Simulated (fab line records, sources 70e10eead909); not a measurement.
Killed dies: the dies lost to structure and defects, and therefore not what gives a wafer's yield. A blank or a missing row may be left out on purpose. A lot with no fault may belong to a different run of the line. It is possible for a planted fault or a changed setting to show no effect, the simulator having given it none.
Matching of chambers	flow nand_harc	NHARC_A_CONTACT_DEP_58 on pecvd-01: 3 sister chambers
The step deposits SiON, target thk 90 nm. 6 wafers are shown with their chamber, then 7 later ones without.

== WAFERS PAIRED WITH THEIR CHAMBERS ==
wafer	chamber	heater_power_w (W)
L185.1	1	725
L185.6	2	868
L186.2	1	805
L186.4	0	711
L186.5	2	803
L187.1	0	658

== WAFERS WITH NO CHAMBER GIVEN ==
wafer	heater_power_w (W)
L187.2	853
L187.6	834
L189.3	784
L189.5	794
L197.2	861
L197.4	798
L197.5	671

== WHICH CHAMBER EACH WENT THROUGH ==
wafer	from the rows above	in truth
L187.2	can't be placed: 2 or 1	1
L187.6	can't be placed: 2 or 1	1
L189.3	can't be placed: 1 or 2 or 0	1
L189.5	can't be placed: 1 or 2 or 0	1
L197.2	can't be placed: 2 or 1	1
L197.4	can't be placed: 1 or 2 or 0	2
L197.5	can't be placed: 0 or 1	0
Placed correctly: 0 of 7. These rows do not allow placing 7 (true chamber among the candidates in 7). 0 placed wrongly.
How it was worked out, from the rows above alone: a wafer's distance from a chamber is the root of the sum, over the readings, of the square of ((its reading less the chamber's mean) divided by the reading's scatter). The wafer belongs to the nearest chamber; if the next one is less than 2 further off, it can't be placed. Each chamber's mean is taken over the wafers shown for it. The scatter is the square root of a quotient: the sum, over the shown wafers, of each reading's squared deviation from its chamber's mean, divided by wafers minus chambers.
